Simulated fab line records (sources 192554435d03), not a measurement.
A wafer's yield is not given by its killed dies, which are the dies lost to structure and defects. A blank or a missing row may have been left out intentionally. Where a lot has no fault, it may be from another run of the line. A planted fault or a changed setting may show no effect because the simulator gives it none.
Chamber matching ; flow n5Finfet ; rieSi-05 running N5_BEOL_M0_SAQP_MANDREL_ETCH_103: 4 sister chambers
The step etches a-Si in HBr/Cl2, stops on SiCN, target depth 45 nm, bt time 10 s, time 27 s. 18 wafers are shown with their chamber, then 9 later ones without.

== WAFERS PAIRED WITH THEIR CHAMBERS ==
wafer;chamber;drypumpMotorCurrentA (A);throttleValvePct (%);oesProductAu (a.u.)
L074.1;2;6.3;35.68;0.673
L074.4;1;6.6;35.20;0.674
L074.6;0;5.7;35.35;0.655
L075.3;3;5.9;35.23;0.675
L075.4;0;5.6;35.34;0.666
L075.5;1;6.7;35.19;0.678
L080.1;3;5.9;35.23;0.679
L080.3;0;5.7;35.36;0.644
L080.6;1;6.7;35.20;0.673
L082.1;1;6.7;35.22;0.665
L082.2;2;6.3;35.67;0.681
L082.6;0;5.6;35.33;0.663
L085.2;0;5.6;35.35;0.658
L085.4;0;5.6;35.30;0.674
L085.5;2;6.3;35.67;0.680
L089.4;3;5.9;35.25;0.684
L089.5;1;6.7;35.20;0.674
L089.6;0;5.6;35.32;0.676

SIGNATURES (means of the wafers above)
reading;chamber 0;chamber 1;chamber 2;chamber 3;scatter within a chamber
drypumpMotorCurrentA;5.629;6.680;6.300;5.900;0.0399
throttleValvePct;35.3357;35.2020;35.6733;35.2367;0.0155
oesProductAu;0.66229;0.67280;0.67800;0.67933;0.00808
Rule: a wafer lies at a distance from a chamber equal to the root of the sum of squares, over the readings, of (its reading less the chamber's mean, divided by the reading's scatter). The wafer belongs to the nearest chamber; if the next one is less than 2 further off, it can't be placed. How the scatter is found: for the shown wafers, subtract from each reading the mean of its chamber, square and add these, divide the total by (wafers less chambers), then take the root.

== WAFERS WITH NO CHAMBER GIVEN ==
wafer;drypumpMotorCurrentA (A);throttleValvePct (%);oesProductAu (a.u.)
L088.2;5.9;35.27;0.669
L088.5;5.9;35.23;0.686
L088.6;6.2;35.67;0.681
L090.1;6.3;35.69;0.669
L090.3;6.7;35.22;0.666
L090.5;6.7;35.20;0.684
L092.3;6.7;35.23;0.676
L092.5;5.9;35.25;0.678
L092.6;6.7;35.20;0.674

== CHAMBER TAKEN BY EACH ==
wafer;from the rows above;in truth
L088.2;3;3
L088.5;3;3
L088.6;2;2
L090.1;2;2
L090.3;1;1
L090.5;1;1
L092.3;1;1
L092.5;3;3
L092.6;1;1
9 of 9 placed correctly. Number that these rows cannot place: 0. 0 placed wrongly.
